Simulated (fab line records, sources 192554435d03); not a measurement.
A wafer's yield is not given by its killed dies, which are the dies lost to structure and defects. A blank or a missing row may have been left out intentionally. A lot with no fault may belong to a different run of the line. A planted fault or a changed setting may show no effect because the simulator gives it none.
fab line records	flow n5Finfet
record: lots: 24	wafers: 72	lastDay: 17
route steps=1938 shown BEOL_M0_SAQP@692 BEOL_M0_CUTY@709 BEOL_M0@742 BEOL_M1@774
lots with no fault: from the same line, run without faults
startH: start of the lot's first displayed wafer, in hours after the record's first day	waitH: hours since the lot's step before	" same as the row above	L1.1+2: several wafers, shown together as one row	- no value, or no start given	* or withheld: withheld	< > ~ a bound
route shown NAME@n: names a module that has steps shown in the file, with the first one's number in the route	usual: mean/standard deviation of fault-free wafers	same: alike in all rows	chamber/n: place in a boat	sites: each site's reading	_std_site: standard deviation across them	_edge_site: mean of outer sites minus mean of inner sites	radiusMm: for every site, how far away it sits from the centre of the wafer	mask NAME#n: copy n	behind: the last tool/chamber to shape the wafer	hold: cause of the lot's hold/its duration in hours/its outcome	device: names the non-switching transistor (n, p or np)	end of line: the tests these same wafers got at the end of their route	step lacking rows: just its recipe	killed: the dies lost at the first sort to structure and to defects; this is not the yield of the wafer	map: a wafer's dies, x killed, . not, _ none there
set.NAME: setting as actually run; set.NAME@STEP: the setting as run at that earlier step	model.NAME: the simulator's own value behind a step, which no gauge read
one table for each step of the route and one row for each wafer, over a sample of lots
services: a tool's chamber out of use, with start hour (startH, from the record's first day; less than 0 if before it), hours out, and reason
== steps ==
step: N5_BEOL_M0_SAQP_DESCUM_45
recipe: chemistry: O2	timeS: 7	sourcePowerW: 50	biasPowerW: 20	pressureMtorr: 20	rfFrequencyHz: 2.712e+07	tempC: 40	resist: CAR-EUV	o2FlowSccm: 225
usual: drypumpMotorCurrentA: 5.8/0.41	oesProductAu: 0.75/0.067	rfVppV: 243.1/1.2	showerheadPlenumPTorr: 2.10/0.059	throttleValvePct: 20.48/0.17
lot.wafer	tool	chamber	startH	waitH	drypumpMotorCurrentA	oesProductAu	rfHoursCounterH	rfVppV	showerheadPlenumPTorr	throttleValvePct
L074.2	rieDiel-04	2	111.67	0.0	6.2	0.76	141	244.2	2.10	20.62
L074.3	"	0	"	"	5.2	0.74	173	242.4	1.99	20.41
L074.5	"	3	"	"	5.3	0.69	-	241.4	2.08	20.30
L075.1	rieDiel-05	0	122.70	0.0	6.1	0.85	47	242.5	2.13	20.52
L075.3	"	2	"	"	5.4	0.73	170	242.2	2.18	20.27
L075.5	"	3	"	"	6.1	0.81	-	241.8	2.04	20.44
L076.1	rieDiel-05	3	126.43	0.0	6.1	0.81	82	242.5	2.04	20.42
L076.4	"	1	"	"	6.3	0.69	215	243.3	2.17	20.45
L076.6	"	0	"	"	6.1	0.86	-	242.3	2.13	20.54
L077.2	rieDiel-05	2	129.38	0.2	5.3	0.73	172	244.0	2.18	20.28
L077.5	"	1	"	"	6.3	0.68	-	243.7	2.17	20.45
L077.6	"	0	"	"	6.1	0.85	-	243.4	2.12	20.53
L078.1	rieDiel-05	1	132.45	0.0	6.3	0.69	217	242.6	2.17	20.45
L078.2	"	3	"	"	6.1	0.80	83	241.7	2.04	20.43
L078.4	"	0	"	"	6.1	0.86	51	243.3	2.13	20.54
L079.1	rieDiel-04	1	137.71	0.0	5.2	0.91	25	242.6	2.14	20.43
L079.2	"	0	"	"	5.2	0.73	181	240.7	1.98	20.41
L079.5	"	3	"	"	5.2	0.69	-	242.4	2.08	20.30
L080.2	rieDiel-04	1	149.90	0.0	5.2	0.91	29	244.3	2.14	20.42
L080.3	"	2	"	"	6.2	0.75	152	243.8	2.09	20.64
L080.4	"	0	"	"	5.2	0.73	185	241.7	1.98	20.43
L081.2	rieDiel-04	1	153.30	0.0	5.2	0.90	30	245.7	2.14	20.41
L081.4	"	1	"	"	5.2	0.90	-	245.2	2.14	20.43
L081.5	"	2	"	"	6.2	0.75	-	244.3	2.09	20.64
L082.1	rieDiel-02	1	159.98	0.2	6.0	0.78	107	242.1	2.03	20.80
L082.3	"	0	"	"	5.8	0.74	200	243.0	2.08	20.62
L082.6	"	1	"	"	6.0	0.78	-	241.8	2.03	20.80
L083.1	rieDiel-04	3	172.79	0.0	5.3	0.69	246	243.0	2.08	20.32
L083.2	"	2	"	"	6.2	0.75	159	242.7	2.09	20.66
L083.3	"	1	"	"	5.2	0.90	35	243.3	2.14	20.42
L084.2	rieDiel-02	0	175.81	0.3	5.8	0.74	205	243.6	2.08	20.62
L084.5	"	0	"	"	5.8	0.74	-	241.6	2.08	20.63
L084.6	"	3	"	"	5.8	0.72	-	241.3	2.06	20.17
L085.1	rieDiel-02	0	179.54	0.0	5.8	0.74	207	243.5	2.08	20.63
L085.4	"	1	"	"	6.0	0.77	113	241.4	2.03	20.81
L085.5	"	3	"	"	5.9	0.72	-	241.9	2.06	20.18
L086.2	rieDiel-04	0	190.35	0.5	5.2	0.72	196	239.9	1.98	20.45
L086.4	"	2	"	"	6.2	0.74	-	243.0	2.09	20.66
L086.6	"	0	"	"	5.2	0.72	-	241.9	1.98	20.44
L087.1	rieDiel-02	2	193.56	0.0	6.2	0.73	174	244.6	2.18	20.61
L087.3	"	1	"	"	6.0	0.78	116	242.0	2.02	20.83
L087.5	"	1	"	"	6.0	0.77	-	242.3	2.02	20.80
L088.1	rieDiel-05	1	202.87	0.0	6.3	0.67	232	245.3	2.16	20.47
L088.2	"	0	"	"	6.1	0.82	72	243.8	2.12	20.57
L088.4	"	3	"	"	6.1	0.78	105	242.4	2.04	20.48
L089.2	rieDiel-05	3	207.02	0.0	6.1	0.78	106	242.8	2.04	20.48
L089.3	"	0	"	"	6.1	0.82	74	242.4	2.12	20.55
L089.5	"	3	"	"	6.1	0.78	-	243.4	2.04	20.49
L090.2	rieDiel-02	3	214.34	0.0	5.8	0.72	233	240.3	2.06	20.20
L090.3	"	2	"	"	6.3	0.72	180	243.6	2.18	20.62
L090.4	"	0	"	"	5.8	0.74	217	243.4	2.07	20.63
L091.3	rieDiel-05	2	218.41	0.0	5.4	0.70	198	244.1	2.17	20.31
L091.4	"	0	"	"	6.1	0.81	76	244.3	2.12	20.58
L091.6	"	1	"	"	6.3	0.67	-	244.9	2.16	20.48
L092.1	rieDiel-05	3	220.90	0.0	6.1	0.78	110	243.2	2.03	20.48
L092.2	"	0	"	"	6.1	0.82	77	242.8	2.12	20.58
L092.5	"	0	"	"	6.1	0.82	-	243.9	2.12	20.57
L093.4	rieDiel-04	3	223.28	0.0	5.3	0.99	3	242.1	2.07	19.89
L093.5	"	3	"	"	5.3	0.99	-	240.5	2.07	19.89
L093.6	"	2	"	"	6.2	0.74	-	241.9	2.08	20.68
L094.2	rieDiel-02	0	234.97	0.0	5.8	0.73	223	242.7	2.07	20.65
L094.3	"	1	"	"	6.0	0.76	130	240.8	2.02	20.83
L094.4	"	3	"	"	5.9	0.70	240	242.4	2.06	20.22
L095.1	rieDiel-02	1	239.12	0.1	6.0	0.76	131	242.1	2.02	20.84
L095.4	"	0	"	"	5.7	0.73	224	241.7	2.07	20.65
L095.5	"	2	"	"	6.3	0.71	-	245.2	2.17	20.62
L096.1	rieDiel-05	2	244.65	0.0	5.3	0.70	205	244.5	2.17	20.31
L096.2	"	1	"	"	6.3	0.66	244	243.0	2.16	20.48
L096.6	"	0	"	"	6.1	0.81	-	242.8	2.11	20.60
L097.1	rieDiel-05	3	251.22	0.0	6.1	0.76	120	242.9	2.03	20.51
L097.3	"	1	"	"	6.3	0.66	245	243.3	2.16	20.50
L097.5	"	3	"	"	6.1	0.77	-	241.7	2.03	20.51
step: N5_BEOL_M0_CUTY_OVL_MEAS_58
recipe: pointsPerWafer: 44
usual: M0_ABLK_OVL: 0.0/0.73
lot.wafer	tool	chamber	startH	waitH	M0_ABLK_OVL[nm]
L074.2	overlay-02	0	113.00	0.0	1.6
L074.3	"	0	"	"	-0.1
L074.5	"	0	"	"	0.1
L075.1	overlay-01	0	124.04	0.0	-0.9
L075.3	"	0	"	"	-0.8
L075.5	"	0	"	"	0.7
L076.1	overlay-02	0	127.66	0.0	0.6
L076.4	"	0	"	"	0.6
L076.6	"	0	"	"	0.4
L077.2	overlay-01	0	130.71	0.0	0.0
L077.5	"	0	"	"	1.0
L077.6	"	0	"	"	0.9
L078.1	overlay-02	0	133.92	0.0	-0.3
L078.2	"	0	"	"	1.3
L078.4	"	0	"	"	0.5
L079.1	overlay-02	0	139.35	0.0	-0.1
L079.2	"	0	"	"	-0.7
L079.5	"	0	"	"	-0.3
L080.2	overlay-02	0	151.40	0.0	-1.5
L080.3	"	0	"	"	-1.5
L080.4	"	0	"	"	-1.8
L081.2	overlay-01	0	154.53	0.0	0.8
L081.4	"	0	"	"	1.8
L081.5	"	0	"	"	0.6
L082.1	overlay-01	0	161.31	0.0	-0.1
L082.3	"	0	"	"	-0.3
L082.6	"	0	"	"	0.7
L083.1	overlay-01	0	174.37	0.0	-0.3
L083.2	"	0	"	"	-0.8
L083.3	"	0	"	"	-1.5
L084.2	overlay-01	0	177.03	0.0	0.0
L084.5	"	0	"	"	-0.4
L084.6	"	0	"	"	0.6
L085.1	overlay-02	0	180.75	0.0	0.4
L085.4	"	0	"	"	-1.3
L085.5	"	0	"	"	-0.2
L086.2	overlay-01	0	192.24	0.0	0.2
L086.4	"	0	"	"	0.9
L086.6	"	0	"	"	0.2
L087.1	overlay-02	0	194.90	0.0	0.2
L087.3	"	0	"	"	0.8
L087.5	"	0	"	"	-0.1
L088.1	overlay-01	0	204.71	0.0	-0.2
L088.2	"	0	"	"	-0.3
L088.4	"	0	"	"	0.4
L089.2	overlay-01	0	208.40	0.0	0.7
L089.3	"	0	"	"	-0.6
L089.5	"	0	"	"	-1.3
L090.2	overlay-02	0	215.55	0.0	0.4
L090.3	"	0	"	"	0.8
L090.4	"	0	"	"	0.2
L091.3	overlay-01	0	219.82	0.0	0.9
L091.4	"	0	"	"	-0.8
L091.6	"	0	"	"	-0.1
L092.1	overlay-02	0	222.38	0.0	-0.8
L092.2	"	0	"	"	-1.3
L092.5	"	0	"	"	-0.6
L093.4	overlay-01	0	224.61	0.0	0.2
L093.5	"	0	"	"	0.8
L093.6	"	0	"	"	1.8
L094.2	overlay-01	0	236.31	0.0	0.4
L094.3	"	0	"	"	0.2
L094.4	"	0	"	"	0.6
L095.1	overlay-02	0	240.50	0.0	-0.2
L095.4	"	0	"	"	0.0
L095.5	"	0	"	"	-0.2
L096.1	overlay-02	0	246.89	0.0	-0.1
L096.2	"	0	"	"	0.3
L096.6	"	0	"	"	0.0
L097.1	overlay-02	0	252.80	0.0	0.3
L097.3	"	0	"	"	-0.5
L097.5	"	0	"	"	-0.4
step: N5_BEOL_M0_CUTY_INSPECT_59
recipe: mode: adi	inspectInstrument: macro
usual: rawDefectCount: 2.0/1.4
lot.wafer	tool	chamber	startH	waitH	rawDefectCount
L074.2	defectInspect-01	-	113.02	0.0	1
L074.3	"	-	"	"	1
L074.5	"	-	"	"	0
L075.1	defectInspect-02	-	124.06	0.0	1
L075.3	"	-	"	"	2
L075.5	"	-	"	"	3
L076.1	defectInspect-02	-	127.68	0.0	2
L076.4	"	-	"	"	3
L076.6	"	-	"	"	2
L077.2	defectInspect-01	-	130.74	0.0	6
L077.5	"	-	"	"	2
L077.6	"	-	"	"	5
L078.1	defectInspect-01	-	133.95	0.0	2
L078.2	"	-	"	"	1
L078.4	"	-	"	"	2
L079.1	defectInspect-01	-	139.37	0.0	1
L079.2	"	-	"	"	1
L079.5	"	-	"	"	3
L080.2	defectInspect-02	-	151.42	0.0	1
L080.3	"	-	"	"	1
L080.4	"	-	"	"	0
L081.2	defectInspect-02	-	154.55	0.0	2
L081.4	"	-	"	"	1
L081.5	"	-	"	"	2
L082.1	defectInspect-02	-	161.34	0.0	1
L082.3	"	-	"	"	2
L082.6	"	-	"	"	3
L083.1	defectInspect-01	-	174.40	0.0	2
L083.2	"	-	"	"	0
L083.3	"	-	"	"	0
L084.2	defectInspect-01	-	177.05	0.0	1
L084.5	"	-	"	"	2
L084.6	"	-	"	"	2
L085.1	defectInspect-02	-	180.78	0.0	5
L085.4	"	-	"	"	3
L085.5	"	-	"	"	2
L086.2	defectInspect-01	-	192.26	0.0	3
L086.4	"	-	"	"	5
L086.6	"	-	"	"	4
L087.1	defectInspect-02	-	194.92	0.0	0
L087.3	"	-	"	"	5
L087.5	"	-	"	"	0
L088.1	defectInspect-02	-	204.73	0.0	0
L088.2	"	-	"	"	3
L088.4	"	-	"	"	4
L089.2	defectInspect-02	-	208.43	0.0	1
L089.3	"	-	"	"	1
L089.5	"	-	"	"	3
L090.2	defectInspect-01	-	215.57	0.0	2
L090.3	"	-	"	"	1
L090.4	"	-	"	"	1
L091.3	defectInspect-01	-	219.84	0.0	1
L091.4	"	-	"	"	1
L091.6	"	-	"	"	1
L092.1	defectInspect-02	-	222.40	0.0	1
L092.2	"	-	"	"	1
L092.5	"	-	"	"	1
L093.4	defectInspect-02	-	224.64	0.0	1
L093.5	"	-	"	"	1
L093.6	"	-	"	"	3
L094.2	defectInspect-01	-	236.33	0.0	1
L094.3	"	-	"	"	1
L094.4	"	-	"	"	3
L095.1	defectInspect-02	-	240.52	0.0	4
L095.4	"	-	"	"	3
L095.5	"	-	"	"	1
L096.1	defectInspect-02	-	246.92	0.0	2
L096.2	"	-	"	"	4
L096.6	"	-	"	"	1
L097.1	defectInspect-01	-	252.82	0.0	2
L097.3	"	-	"	"	2
L097.5	"	-	"	"	1
step: N5_BEOL_M0_ANNEAL_119
recipe: tempC: 225	timeS: 90	ambient: N2
usual: wafer_temp_C_max: 225.86/0.21
lot.wafer	tool	chamber	startH	waitH	wafer_temp_C_max
L074.2	rtpAnneal-01	0	116.59	0.1	225.99
L074.3	"	0	"	"	225.90
L074.5	"	0	"	"	226.02
L075.1	rtpAnneal-01	0	128.75	0.6	225.92
L075.3	"	0	"	"	225.47
L075.5	"	0	"	"	225.69
L076.1	rtpAnneal-02	0	135.79	0.6	225.77
L076.4	"	0	"	"	225.97
L076.6	"	0	"	"	225.59
L077.2	rtpAnneal-02	0	136.10	0.7	226.02
L077.5	"	0	"	"	225.97
L077.6	"	0	"	"	225.67
L078.1	rtpAnneal-02	0	138.54	0.1	225.90
L078.2	"	0	"	"	225.93
L078.4	"	0	"	"	225.92
L079.1	rtpAnneal-01	0	143.33	0.2	225.58
L079.2	"	0	"	"	225.32
L079.5	"	0	"	"	225.90
L080.2	rtpAnneal-02	0	157.45	0.1	225.99
L080.3	"	0	"	"	225.87
L080.4	"	0	"	"	225.94
L081.2	rtpAnneal-01	0	158.15	0.1	226.03
L081.4	"	0	"	"	225.64
L081.5	"	0	"	"	225.81
L082.1	rtpAnneal-02	0	165.79	0.3	225.96
L082.3	"	0	"	"	226.15
L082.6	"	0	"	"	225.64
L083.1	rtpAnneal-02	0	177.50	0.1	225.70
L083.2	"	0	"	"	226.57
L083.3	"	0	"	"	226.28
L084.2	rtpAnneal-01	0	180.09	0.1	226.18
L084.5	"	0	"	"	225.92
L084.6	"	0	"	"	226.08
L085.1	rtpAnneal-02	0	186.11	0.1	225.94
L085.4	"	0	"	"	225.75
L085.5	"	0	"	"	226.20
L086.2	rtpAnneal-02	0	198.16	0.3	225.74
L086.4	"	0	"	"	226.22
L086.6	"	0	"	"	225.86
L087.1	rtpAnneal-01	0	202.47	0.1	225.88
L087.3	"	0	"	"	225.78
L087.5	"	0	"	"	226.05
L088.1	rtpAnneal-02	0	208.48	0.1	226.01
L088.2	"	0	"	"	226.25
L088.4	"	0	"	"	225.88
L089.2	rtpAnneal-02	0	215.66	0.2	225.82
L089.3	"	0	"	"	225.71
L089.5	"	0	"	"	225.69
L090.2	rtpAnneal-02	0	219.61	0.1	225.78
L090.3	"	0	"	"	225.99
L090.4	"	0	"	"	225.76
L091.3	rtpAnneal-01	0	226.15	1.0	225.81
L091.4	"	0	"	"	225.46
L091.6	"	0	"	"	225.97
L092.1	rtpAnneal-01	0	226.33	0.5	225.75
L092.2	"	0	"	"	225.92
L092.5	"	0	"	"	225.93
L093.4	rtpAnneal-02	0	227.50	0.2	225.85
L093.5	"	0	"	"	226.04
L093.6	"	0	"	"	225.81
L094.2	rtpAnneal-01	0	241.31	0.2	225.90
L094.3	"	0	"	"	226.20
L094.4	"	0	"	"	225.80
L095.1	rtpAnneal-02	0	245.02	0.4	225.87
L095.4	"	0	"	"	225.82
L095.5	"	0	"	"	226.29
L096.1	rtpAnneal-01	0	254.48	0.1	225.69
L096.2	"	0	"	"	225.70
L096.6	"	0	"	"	225.76
L097.1	rtpAnneal-02	0	256.76	0.1	225.38
L097.3	"	0	"	"	225.74
L097.5	"	0	"	"	225.65
step: N5_BEOL_M0_DEP_125
recipe: material: SiCN	targetThkA: 80	tempC: withheld	precursor: 3MS/NH3	pressureTorr: 3	rfW: 202	timeS: 14
usual: showerheadPlenumPTorr: 3.665/0.01	throttleValvePct: 9.3/0.62
lot.wafer	tool	chamber	startH	waitH	showerheadPlenumPTorr	throttleValvePct
L074.2	pecvd-01	2	117.34	0.0	3.679	8.7
L074.3	"	1	"	"	3.680	10.7
L074.5	"	0	"	"	3.658	10.0
L075.1	pecvd-01	0	129.82	0.0	3.661	9.7
L075.3	"	1	"	"	3.670	10.5
L075.5	"	0	"	"	3.658	9.7
L076.1	pecvd-01	2	136.57	0.0	3.670	9.0
L076.4	"	1	"	"	3.670	10.6
L076.6	"	2	"	"	3.670	8.9
L077.2	pecvd-01	0	136.91	0.0	3.659	9.6
L077.5	"	0	"	"	3.649	9.8
L077.6	"	2	"	"	3.676	9.0
L078.1	pecvd-03	1	139.33	0.0	3.679	8.9
L078.2	"	2	"	"	3.675	8.7
L078.4	"	1	"	"	3.679	9.2
L079.1	pecvd-01	1	144.11	0.0	3.663	10.8
L079.2	"	0	"	"	3.642	9.6
L079.5	"	0	"	"	3.654	9.8
L080.2	pecvd-03	2	158.20	0.0	3.669	8.8
L080.3	"	0	"	"	3.657	9.2
L080.4	"	1	"	"	3.673	9.2
L081.2	pecvd-01	1	158.89	0.0	3.685	10.6
L081.4	"	2	"	"	3.687	8.8
L081.5	"	0	"	"	3.659	9.9
L082.1	pecvd-04	2	166.59	0.0	3.653	9.9
L082.3	"	2	"	"	3.664	9.8
L082.6	"	2	"	"	3.661	9.8
L083.1	pecvd-01	0	178.29	0.0	3.660	9.9
L083.2	"	2	"	"	3.671	9.0
L083.3	"	1	"	"	3.673	10.5
L084.2	pecvd-04	0	180.83	0.0	3.665	9.2
L084.5	"	0	"	"	3.658	8.8
L084.6	"	1	"	"	3.650	9.4
L085.1	pecvd-04	0	186.89	0.0	3.668	9.0
L085.4	"	1	"	"	3.649	9.2
L085.5	"	2	"	"	3.668	9.4
L086.2	pecvd-03	2	198.94	0.0	3.678	8.9
L086.4	"	0	"	"	3.661	9.3
L086.6	"	2	"	"	3.677	8.8
L087.1	pecvd-01	1	203.25	0.0	3.662	10.6
L087.3	"	0	"	"	3.655	9.7
L087.5	"	0	"	"	3.667	9.5
L088.1	pecvd-03	2	209.27	0.0	3.676	9.0
L088.2	"	0	"	"	3.662	9.2
L088.4	"	0	"	"	3.651	9.4
L089.2	pecvd-03	2	216.40	0.0	3.674	8.8
L089.3	"	0	"	"	3.653	9.4
L089.5	"	0	"	"	3.657	9.4
L090.2	pecvd-03	1	220.46	0.0	3.680	8.9
L090.3	"	0	"	"	3.658	9.3
L090.4	"	2	"	"	3.674	8.9
L091.3	pecvd-04	0	226.88	0.0	3.664	9.3
L091.4	"	1	"	"	3.660	9.0
L091.6	"	0	"	"	3.665	9.3
L092.1	pecvd-03	2	227.11	0.0	3.676	9.0
L092.2	"	1	"	"	3.661	8.9
L092.5	"	1	"	"	3.678	9.2
L093.4	pecvd-04	1	228.18	0.0	3.663	9.4
L093.5	"	0	"	"	3.657	9.0
L093.6	"	1	"	"	3.655	9.2
L094.2	pecvd-01	1	242.05	0.0	3.689	10.5
L094.3	"	0	"	"	3.658	9.8
L094.4	"	2	"	"	3.674	8.9
L095.1	pecvd-04	0	245.86	0.0	3.659	9.1
L095.4	"	1	"	"	3.656	9.0
L095.5	"	2	"	"	3.656	8.1
L096.1	pecvd-03	1	255.27	0.0	3.679	9.3
L096.2	"	0	"	"	3.658	8.9
L096.6	"	0	"	"	3.656	9.3
L097.1	pecvd-04	1	257.60	0.0	3.655	8.9
L097.3	"	2	"	"	3.664	8.2
L097.5	"	0	"	"	3.659	9.1
step: N5_BEOL_M1_HM_OPEN_17
recipe: chemistry: Cl2/BCl3	targetDepthA: 200	overetchA: 60	target: TiN	maskMaterial: SOC	ionEnergyEv: 150	pressureMtorr: 10	icpW: 1000	biasW: 126	Cl2_flow_sccm: 53.25	bcl3FlowSccm: 21.75	Ar_flow_sccm: 25
usual: drypumpMotorCurrentA: 5.9/0.59	oesProductAu: 0.58/0.059	throttleValvePct: 22.34/0.2
lot.wafer	tool	chamber	startH	waitH	drypumpMotorCurrentA	oesProductAu	rfHoursCounterH	throttleValvePct
L074.2	rieMetal-02	0	119.57	0.0	5.9	0.58	83	22.35
L074.3	"	0	"	"	5.9	0.58	-	22.35
L074.5	"	0	"	"	5.9	0.58	-	22.36
L075.1	rieMetal-01	1	133.81	0.0	5.5	0.69	34	22.02
L075.3	"	1	"	"	5.5	0.69	-	22.03
L075.5	"	0	"	"	5.9	0.51	-	22.14
L076.1	rieMetal-03	1	139.59	0.0	4.8	0.54	109	22.37
L076.4	"	1	"	"	4.8	0.53	-	22.38
L076.6	"	0	"	"	6.6	0.60	-	22.25
L077.2	rieMetal-02	1	139.81	0.0	6.3	0.57	87	22.64
L077.5	"	0	"	"	5.9	0.57	-	22.36
L077.6	"	1	"	"	6.3	0.58	-	22.63
L078.1	rieMetal-03	1	140.54	0.0	4.8	0.54	109	22.36
L078.2	"	0	"	"	6.7	0.60	77	22.27
L078.4	"	0	"	"	6.7	0.60	-	22.25
L079.1	rieMetal-03	1	146.16	0.0	4.8	0.53	109	22.37
L079.2	"	0	"	"	6.7	0.60	77	22.26
L079.5	"	1	"	"	4.8	0.54	-	22.37
L080.2	rieMetal-03	1	160.28	0.0	4.8	0.53	111	22.38
L080.3	"	0	"	"	6.6	0.59	-	22.25
L080.4	"	1	"	"	4.8	0.54	-	22.37
L081.2	rieMetal-01	0	161.92	0.0	5.9	0.51	129	22.14
L081.4	"	1	"	"	5.5	0.68	-	22.03
L081.5	"	1	"	"	5.5	0.68	-	22.04
L082.1	rieMetal-03	1	168.46	0.0	4.8	0.54	111	22.35
L082.3	"	0	"	"	6.6	0.59	-	22.25
L082.6	"	0	"	"	6.7	0.59	-	22.24
L083.1	rieMetal-02	1	179.63	0.0	6.3	0.58	91	22.65
L083.2	"	0	"	"	6.0	0.57	88	22.36
L083.3	"	1	"	"	6.3	0.57	-	22.65
L084.2	rieMetal-02	0	182.53	0.0	5.9	0.56	88	22.39
L084.5	"	0	"	"	5.9	0.57	-	22.38
L084.6	"	1	"	"	6.3	0.57	-	22.64
L085.1	rieMetal-01	0	188.07	0.0	5.9	0.50	132	22.18
L085.4	"	0	"	"	6.0	0.51	-	22.17
L085.5	"	0	"	"	5.9	0.49	-	22.17
L086.2	rieMetal-01	1	200.11	0.0	5.5	0.65	40	22.06
L086.4	"	0	"	"	5.9	0.50	-	22.17
L086.6	"	0	"	"	5.9	0.50	-	22.17
L087.1	rieMetal-03	1	204.82	0.0	4.8	0.53	114	22.38
L087.3	"	1	"	"	4.8	0.52	-	22.40
L087.5	"	0	"	"	6.7	0.59	-	22.26
L088.1	rieMetal-01	1	210.96	0.0	5.5	0.66	42	22.07
L088.2	"	1	"	"	5.5	0.67	-	22.04
L088.4	"	1	"	"	5.5	0.66	-	22.06
L089.2	rieMetal-02	1	218.20	0.0	6.3	0.56	93	22.66
L089.3	"	1	"	"	6.3	0.56	-	22.65
L089.5	"	0	"	"	5.9	0.55	-	22.40
L090.2	rieMetal-03	1	223.79	0.0	4.8	0.52	116	22.40
L090.3	"	0	"	"	6.7	0.58	-	22.29
L090.4	"	1	"	"	4.8	0.52	-	22.41
L091.3	rieMetal-02	1	228.30	0.1	6.3	0.57	-	22.64
L091.4	"	0	"	"	5.9	0.57	-	22.37
L091.6	"	1	"	"	6.3	0.56	-	22.65
L092.1	rieMetal-02	0	228.72	0.0	6.0	0.54	92	22.41
L092.2	"	1	"	"	6.2	0.56	94	22.66
L092.5	"	0	"	"	5.9	0.55	-	22.40
L093.4	rieMetal-02	1	231.05	0.1	6.2	0.57	-	22.65
L093.5	"	1	"	"	6.3	0.57	-	22.65
L093.6	"	0	"	"	5.9	0.56	-	22.38
L094.2	rieMetal-01	1	243.79	0.0	5.5	0.66	45	22.04
L094.3	"	1	"	"	5.5	0.65	-	22.06
L094.4	"	0	"	"	5.9	0.82	-	21.90
L095.1	rieMetal-02	1	247.78	0.0	6.3	0.56	96	22.66
L095.4	"	1	"	"	6.3	0.56	-	22.66
L095.5	"	1	"	"	6.3	0.56	-	22.65
L096.1	rieMetal-02	1	256.93	0.0	6.3	0.56	97	22.66
L096.2	"	0	"	"	5.9	0.56	94	22.40
L096.6	"	0	"	"	5.9	0.56	-	22.41
L097.1	rieMetal-03	1	260.45	0.0	4.8	0.51	119	22.38
L097.3	"	1	"	"	4.8	0.51	-	22.41
L097.5	"	0	"	"	6.7	0.58	-	22.26
== services ==
tool	chamber	startH	hours	kind
pecvd-01	2	92.25	19.5	repair
rieDiel-04	3	102.34	4.6	repair
pecvd-01	0	103.81	5.3	repair
rieDiel-02	2	104.30	10.3	repair
rieDiel-05	3	106.16	6.8	repair
pecvd-01	2	119.08	2.1	scheduledDown
rieMetal-03	-	129.27	2.8	pm
rieMetal-02	0	136.10	2.2	repair
rieDiel-05	1	139.32	17.3	repair
pecvd-03	-	141.25	0.5	repair
rieDiel-02	3	143.02	4.5	repair
rieDiel-04	0	150.47	3.8	repair
rieDiel-02	3	155.23	9.1	repair
pecvd-03	0	160.72	5.5	scheduledDown
pecvd-04	1	163.50	5.5	scheduledDown
rieDiel-04	2	180.80	8.5	repair
rieDiel-04	3	189.27	-	clean
rieDiel-04	3	189.27	-	consumableReplace:focusRing
rieDiel-04	3	189.27	22.4	scheduledDown
rieDiel-04	3	189.27	22.4	ventCycle
pecvd-04	2	202.38	-	clean
pecvd-01	1	224.34	2.1	scheduledDown
rieDiel-04	1	229.69	7.4	repair
pecvd-03	2	237.15	4.5	repair
== key ==
fault none
